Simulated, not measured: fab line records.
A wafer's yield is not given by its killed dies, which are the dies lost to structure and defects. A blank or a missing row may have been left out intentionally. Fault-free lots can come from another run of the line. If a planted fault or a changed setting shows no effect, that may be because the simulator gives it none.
What tool caused it? | flow nand_harc | 42 wafers from 15 lots sampled at 4 of the route's 1302 steps

WHAT THE GAUGES SHOWED, per wafer
NHARC_A_ONON_D2_THK_MEAS_05: measures by ellipsometry. Usual: thk_nm reads 1003 nm (standard deviation 11).
lot  | measured     | on            | thk_nm (nm)    | flag
L577 | day 12 07:31 | film_metro-02 | 1011 1011 1011 |
L579 | day 13 03:26 | film_metro-01 | 1011 1011 1013 |
L580 | day 13 09:25 | film_metro-02 | 997 998 1001   |
L581 | day 14 07:46 | film_metro-01 | 1006 1004 1003 |
L582 | day 14 12:42 | film_metro-01 | 997 995 997    |
L583 | day 15 03:10 | film_metro-01 | 1007 1005 1007 |
L584 | day 15 11:07 | film_metro-02 | 996 996 994    |
L585 | day 16 10:08 | film_metro-02 | 1005 1007 1005 |
L586 | day 16 19:19 | film_metro-01 | 1008 1008 1011 |
L587 | day 17 00:16 | film_metro-01 | 982 983 982    |
L591 | day 18 12:55 | film_metro-02 | 998 999        |
L593 | day 19 04:31 | film_metro-02 | 1004 1006      |
L594 | day 19 18:05 | film_metro-01 | 1002 1001      |
L600 | day 21 21:36 | film_metro-01 | 1022 1022 1022 |
L599 | day 21 21:49 | film_metro-02 | 1002 1001 1003 |

NHARC_A_ONON_D2_THK_MEAS_14: measures by ellipsometry. Usual: thk_nm reads 1001 nm (standard deviation 8).
lot  | measured     | on            | thk_nm (nm)    | flag
L577 | day 12 09:13 | film_metro-01 | 994 995 994    |
L579 | day 13 05:08 | film_metro-02 | 1009 1010 1009 |
L580 | day 13 11:07 | film_metro-01 | 989 986 989    |
L581 | day 14 09:28 | film_metro-02 | 1005 1003 1005 |
L582 | day 14 14:25 | film_metro-01 | 1006 1006 1004 |
L583 | day 15 04:54 | film_metro-01 | 995 996 996    |
L584 | day 15 12:49 | film_metro-01 | 1009 1010 1009 |
L585 | day 16 11:51 | film_metro-01 | 998 997 999    |
L586 | day 16 21:01 | film_metro-01 | 997 997 996    |
L587 | day 17 01:58 | film_metro-01 | 995 995 996    |
L591 | day 18 14:37 | film_metro-01 | 1563 1000      | OFF
L593 | day 19 06:13 | film_metro-02 | 1010 1573      | OFF
L594 | day 19 19:46 | film_metro-01 | 1571 1570      | OFF
L600 | day 21 23:18 | film_metro-02 | 983 982 980    |
L599 | day 21 23:31 | film_metro-01 | 1015 1014 1014 |

NHARC_END_SORT_01. Usual: killed_at_array 56, standard deviation 19; killed_at_other 0.8, standard deviation 1.1; killed_at_periphery 3.4, standard deviation 2.5; killed_dies 60, standard deviation 19; killed_open 2.9, standard deviation 1.7; killed_short 2.4, standard deviation 1.6.
lot  | measured     | on        | killed_at_array | killed_at_other | killed_at_periphery | killed_dies | killed_open | killed_short | flag
L591 | day 30 16:17 | prober-02 | 670 23          | 1 0             | 6 4                 | 677 27      | 6 4         | 2 1          | OFF
L594 | day 31 12:00 | prober-02 | 675 672         | 0 1             | 2 4                 | 677 677     | 3 7         | 1 4          | OFF

WHAT TOOL EACH LOT RAN ON (gives the tool, then ch and the chambers of the sampled wafers, and finally the start)
lot  | NHARC_A_ONON_D2_DEP_12
L577 | pecvd_onon-02 ch 0, day 12 08:41
L579 | pecvd_onon-04 ch 0, day 13 04:44
L580 | pecvd_onon-01 ch 0, day 13 10:37
L581 | pecvd_onon-02 ch 0, day 14 09:08
L582 | pecvd_onon-04 ch 0, day 14 13:53
L583 | pecvd_onon-04 ch 0, day 15 04:31
L584 | pecvd_onon-04 ch 0, day 15 12:22
L585 | pecvd_onon-04 ch 0, day 16 11:20
L586 | pecvd_onon-04 ch 0, day 16 20:30
L587 | pecvd_onon-02 ch 0, day 17 01:31
L591 | pecvd_onon-04 ch 0, day 18 14:20
L593 | pecvd_onon-04 ch 0, day 19 05:43
L594 | pecvd_onon-04 ch 0, day 19 19:26
L600 | pecvd_onon-01 ch 0, day 21 22:58
L599 | pecvd_onon-02 ch 0, day 21 23:04
- NHARC_A_ONON_D2_DEP_12: target thk 1000 nm.

WHAT THE TOOLS THEMSELVES READ (means of the sampled wafers that have a number; where no wafer has one, the mark that the record gives instead)
The record holds no such reading with a usual standard deviation.

THE ANSWER, worked out from the rows above alone
Rule: take the mean of a lot's wafers that have a number; if it is more than 3 standard deviations from the usual mean, the lot is off. A lot without any number at a reading at which 4 lots or more have one is off too. Any other lot the step has rows for is counted as sound. First the gauges in route order, then the tools' own readings, where a lot's mean is used as printed above. At the first step where some lot is off, the reading lying furthest off is the one used; lots without a number count as furthest.
Off: L591, L593, L594 (NHARC_A_ONON_D2_THK_MEAS_14, thk_nm).
A tool fits if, at a process step before that reading, it ran every lot that is off, and no sound lot after the first of them. Those tools and the gauges at NHARC_A_ONON_D2_THK_MEAS_14 are tried in the same way. One fits: NHARC_A_ONON_D2_DEP_12 on pecvd_onon-04. A fault onset in the window from L586 (day 16 20:30, its last sound lot) to L591 (day 18 14:20, its first lot off) fits.

WHAT THE SIMULATOR PUT IN
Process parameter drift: pecvd_onon-04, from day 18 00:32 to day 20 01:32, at NHARC_A_ONON_D2_DEP_12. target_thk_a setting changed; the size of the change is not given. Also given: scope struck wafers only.
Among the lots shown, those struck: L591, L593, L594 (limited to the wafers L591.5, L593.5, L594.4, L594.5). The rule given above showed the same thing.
